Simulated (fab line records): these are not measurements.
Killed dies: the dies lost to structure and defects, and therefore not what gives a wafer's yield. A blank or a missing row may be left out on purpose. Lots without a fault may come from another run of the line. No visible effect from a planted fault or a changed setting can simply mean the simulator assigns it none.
Comparing a struck lot with a sound one :: flow nand_harc :: 13 steps out of a route of 1302
Sound: these wafers, L991.3, L991.5, L991.6. Struck: wafers L100.3, L100.5. (L100.4 of the same lot was not struck and is left out.) The cause comes at the end.
For every step that has rows: the tool of each side, followed by ch and its chambers, followed by its first start. Under that, the readings that differ: sound wafers :: struck wafers :: difference of the means :: sigmas: that difference in standard deviations of wafers without a fault.
alike: readings whose means differ by less than 2 such deviations, and words and numbers that are the same on both sides. not compared: withheld readings, readings that some wafer has no value for, bounds like >300 that may hide the same value, and numbers for which the record gives no deviation and whose values overlap.
Wherever a step has rows on one side only, a row that says differs or no value, or a row with sigmas, the two part there. When numbers do not overlap yet have no deviation, they are printed without sigmas and do not part them. A reading missing from all wafers of one side parts the sides only when that side holds two or more wafers.

first, 2 steps without rows for these wafers: NHARC_A_STAIRCASE_SRD_154; NHARC_A_STAIRCASE_ETCH_403 (etches SiO2 in dHF, target depth 108.2 nm).
NHARC_A_STAIRCASE_ETCHBACK_422: etches the open film in CH3F/O2, target depth 40 nm, time 74.286 s.
  sound on rie_diel-05 ch 0,1, day 22 13:20; struck on rie_diel-12 ch 2,3, day 26 01:21
reading: drypump_motor_current_A (A)
sound: 6.3 6.4 5.6
struck: 5.4 5.1
difference: -0.8
sigmas: -2
  alike: bias_w, oes_product_au, rf_fwd_power_W, rf_vpp_V, showerhead_plenum_p_Torr, throttle_valve_pct
  not compared: rf_hours_counter_h
then, 1 step without rows for these wafers: NHARC_A_STAIRCASE_ETCH_423 (etches SiO2 in dHF, target depth 30 nm).
NHARC_A_STAIRCASE_ETCHBACK_157: etches the open film in CH3F/O2, target depth 90 nm, time 167.14 s.
  sound on rie_diel-12 ch 0,2,3, day 22 13:44; struck on rie_diel-12 ch 0, day 26 01:42
  alike: bias_w, drypump_motor_current_A, oes_product_au, rf_fwd_power_W, rf_vpp_V, showerhead_plenum_p_Torr, throttle_valve_pct
  not compared: rf_hours_counter_h
NHARC_A_STAIRCASE_STRIP_475: strips in O2, time 20 s.
  sound: rie_diel-12 ch 2,3; struck: rie_diel-12 ch 1,3
reading: rf_vpp_V (V)
sound: 58.4 60.0 57.7
struck: 55.3 57.2
difference: -2.5
sigmas: -3
  alike: drypump_motor_current_A, oes_product_au, showerhead_plenum_p_Torr, throttle_valve_pct
  not compared: rf_hours_counter_h
NHARC_A_STAIRCASE_DEP_471: deposits SiO2, target thk 100 nm.
  sound on pecvd-01 ch 0,2, day 22 14:01; struck on pecvd-04 ch 2, day 26 02:01
  alike: chamber_pressure_Torr, heater_power_outer_w, heater_power_w, rf_fwd_power_W, throttle_valve_pct
  not compared: since_wet_clean_h
NHARC_A_STAIRCASE_CMP_472: polishes SiO2.
  sound on cmp-02 ch 0,2,3, day 22 14:18; struck on cmp-01 ch 1,3, day 26 02:16
  alike: motor_current_A, slurry_flow_ml_min
then, 1 step without rows for these wafers: NHARC_A_STAIRCASE_SRD_474.
NHARC_A_STAIRCASE_INSPECT_155:
  sound on defect_inspect-01, day 22 14:36; struck on defect_inspect-01, day 26 02:36
  alike: raw_defect_count
NHARC_A_SGD_CUT_DEP_00: deposits SiNx, target thk 50 nm.
  sound on pecvd-02 ch 0,1,2, day 22 14:42; struck on pecvd-01 ch 2, day 26 02:43
reading: rf_fwd_power_W (W)
sound: 447.8 445.6 448.3
struck: 377.7 378.3
difference: -69.2
sigmas: -46
  alike: heater_power_outer_w, heater_power_w
  not compared: since_wet_clean_h
then, 1 step without rows for these wafers: NHARC_A_SGD_CUT_DEHYDRATE_01 (time 120 s).
-- record jumps: 6 days between struck wafers' starts before vs after; left off in module A_SGD_CUT, resumes in module END, first step shown is number 1302 of the route --
NHARC_END_SORT_01:
  sound on prober-02 ch 0, day 27 18:23; struck on prober-01 ch 0, day 32 03:24
  alike: killed_at_array, killed_at_other, killed_at_periphery, killed_dies, killed_open, killed_short

WHERE THEY PART
At NHARC_A_STAIRCASE_ETCHBACK_422 first; at NHARC_A_SGD_CUT_DEP_00 last (within this record only). Later steps at which nothing parts them and some readings are alike: NHARC_END_SORT_01.

WHY: what had been put in by the simulator
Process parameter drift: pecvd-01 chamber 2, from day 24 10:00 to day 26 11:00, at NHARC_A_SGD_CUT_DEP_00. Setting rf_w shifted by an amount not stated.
